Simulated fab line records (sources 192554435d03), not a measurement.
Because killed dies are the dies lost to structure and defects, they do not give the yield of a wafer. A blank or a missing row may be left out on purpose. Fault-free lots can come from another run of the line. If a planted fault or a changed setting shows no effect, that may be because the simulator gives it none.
Matching of chambers    flow n5-finfet    N5_BEOL_M8_CURE_74 on uv-cure-02: 3 sister chambers
The step cures SiCOH lowk, time 240 s. 3 wafers are shown with their chamber, then 12 later ones without.

## EACH WAFER AND ITS CHAMBER
wafer   chamber  wafer_temp_C_max
L081.6  2        386.9
L084.6  1        387.6
L091.6  0        388.8

## WAFERS WITHOUT THEIR CHAMBER
wafer   wafer_temp_C_max
L088.3  387.1
L088.5  386.9
L088.6  387.4
L093.1  387.6
L093.3  387.1
L093.5  387.2
L095.2  387.0
L095.4  387.5
L095.5  387.6
L097.1  386.9
L097.3  386.9
L097.4  388.3

## CHAMBER TAKEN BY EACH
wafer    from the rows above       in truth
L088.3   can't be placed: 2 or 1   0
L088.5   2                         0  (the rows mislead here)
L088.6   can't be placed: 1 or 2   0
L093.1   1                         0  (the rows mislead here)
L093.3   can't be placed: 2 or 1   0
L093.5   can't be placed: 2 or 1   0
L095.2   2                         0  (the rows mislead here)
L095.4   1                         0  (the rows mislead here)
L095.5   1                         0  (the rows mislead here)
L097.1   2                         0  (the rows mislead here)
L097.3   2                         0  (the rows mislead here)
L097.4   can't be placed: 0 or 1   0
0 of 12 placed correctly. Unplaceable from these rows: 5, with the true chamber sitting among the candidates in 1. 7 placed wrongly.
How it was worked out, from the rows above alone: a wafer's distance from a chamber is the root of the sum, over the readings, of the square of ((its reading less the chamber's mean) divided by the reading's scatter). If the next closest chamber is less than 2 further off than the closest, the wafer can't be placed; otherwise it belongs to the closest. A chamber's mean is the mean of its shown wafers. The scatter (one wafer shown for each chamber): square how far every hidden wafer sits from the nearest shown wafer, average those squares and take the square root.
